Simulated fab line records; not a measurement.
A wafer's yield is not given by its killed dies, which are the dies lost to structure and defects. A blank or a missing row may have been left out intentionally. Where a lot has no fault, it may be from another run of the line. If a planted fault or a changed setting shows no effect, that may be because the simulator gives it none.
Split-lot study    flow n5Finfet    on a route of 1938 steps: 7 lots, 21 wafers read

THE SPLIT
At N5_BEOL_M13_EXPOSE_07 (exposes mask V12), the setting doseMj was moved away from the recipe's 24.8 on 7 of the 21 wafers read, by -5.4% to +6.5%. This setting was run at the recipe's value on the other wafers.

FROM THE SPLIT TO THE READING: what the file shows between them, 11 steps
- N5_BEOL_M13_PEB_08: peb time 90 s
- N5_BEOL_M13_DEVELOP_09: develop time 45 s
- N5_BEOL_M13_HARDBAKE_14: time 120 s
- N5_BEOL_M13_CD_MEAS_10: target cd 190 nm
- N5_BEOL_M13_DESCUM_15: chemistry O2, time 7.9 s
- N5_BEOL_M13_ETCH_59: etches BARC in N2/H2, target depth 89 nm, overetch 26.7 nm, time 67.9 s
- N5_BEOL_M13_VIA_ETCH_16: etches SiOC in C4F8/O2/Ar, target depth 921.7 nm
- N5_BEOL_M13_STRIP_63: strips in N2/H2
- N5_BEOL_M13_STRIP_64: strips in N2/H2
- N5_BEOL_M13_STRIP_71: strips in post etch residue remover, time 60 s
- N5_BEOL_M13_SRD_72: time 30 s, dry time 30 s

THE READING
cdNm (nm) at N5_BEOL_M13_CD_MEAS_17, where the cd target is 190 nm. Fault-free wafers of this fab line usually give 189.3 nm, standard deviation 1.4 nm.

wafer   tool, chamber at the split  doseMj as run  against the recipe  cdNm, nm  against lot-mates on the recipe
L076.3  krfScanner-02, 0            25.8           +4.0%               193.7     +4.2
L076.5  krfScanner-02, 0            25.8           +4.0%               193.6     +4.1
L076.6  krfScanner-02, 0            24.8           recipe              189.5     -
L075.3  krfScanner-01, 0            24.8           recipe              188.0     -
L075.4  krfScanner-01, 0            26.41          +6.5%               195.6     +7.6
L075.6  krfScanner-01, 0            26.41          +6.5%               196.5     +8.5
L077.1  krfScanner-01, 0            24.8           recipe              187.5     -
L077.2  krfScanner-01, 0            24.8           recipe              188.8     -
L077.3  krfScanner-01, 0            24.8           recipe              187.6     -
L080.2  krfScanner-01, 0            25.95          +4.6%               195.7     +5.2
L080.3  krfScanner-01, 0            25.95          +4.6%               195.0     +4.5
L080.5  krfScanner-01, 0            24.8           recipe              190.5     -
L081.3  krfScanner-01, 0            24.8           recipe              190.3     -
L081.5  krfScanner-01, 0            24.8           recipe              191.4     -
L081.6  krfScanner-01, 0            24.8           recipe              191.1     -
L083.1  krfScanner-01, 0            24.8           recipe              190.1     -
L083.3  krfScanner-01, 0            24.8           recipe              189.2     -
L083.4  krfScanner-01, 0            24.8           recipe              189.1     -
L093.1  krfScanner-02, 0            24.8           recipe              189.5     -
L093.4  krfScanner-02, 0            24.8           recipe              189.3     -
L093.5  krfScanner-02, 0            23.46          -5.4%               182.9     -6.5

FIT RESULTS
A straight line over all 21 wafers: cdNm changes by +1.12 nm for each +1% of doseMj; r = +0.95; the points scatter about the line by 1.1 nm.
The same after taking each lot's own level away (the mean of its wafers on the recipe; 21 wafers): +1.16 nm for each +1%; r = +0.99; scatter 0.49 nm.
According to that fit, moving doseMj by its largest amount changes the reading by 7.5 nm.
From 187.97 to 190.93 nm: that is the span of the lots' own levels, equal to 2.1 times the standard deviation above.
The two slopes agree, so the slope changes little with the lot-to-lot level.
Check: with one of the wafers moved furthest among these (+6.5%) left out of the fit, the line predicts +7.45 nm for it against its lot-mates. Against them it came out at +7.6 nm.

FURTHER SPLITS ON THESE WAFERS
Before the reading, these wafers also passed through other splits. Each is held against what the fit with the lots' levels taken away leaves over:
other split on the same wafers    wafers away from the commonest value  r with cdNm (lot level and that fit taken away)
N5_BEOL_M10_COAT_63 spinRpm       4                                     -0.05
N5_BEOL_M10_EXPOSE_25 doseMj      12                                    -0.12
N5_BEOL_M11_ETCH_66 timeS         7                                     -0.22
N5_BEOL_M11_TRENCH_ETCH_37 biasW  10                                    +0.18
N5_BEOL_M11_ETCH_41 timeS         8                                     -0.06
N5_BEOL_M13_COAT_04 spinRpm       6                                     +0.08

THE WHOLE CHAIN: every reading that the file lists as answering this split, in the file's order
step                    what it does      reading  change (the file's fit)               r (the file's)
N5_BEOL_M13_CD_MEAS_10  target cd 190 nm  cdNm     +1.23 nm for each +1% of the setting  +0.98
N5_BEOL_M13_CD_MEAS_17  target cd 190 nm  cdNm     +1.16 nm for each +1% of the setting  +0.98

THE FILE'S OWN FIT
cdNm changes by +1.16 nm for each +1% of doseMj, r = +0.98.
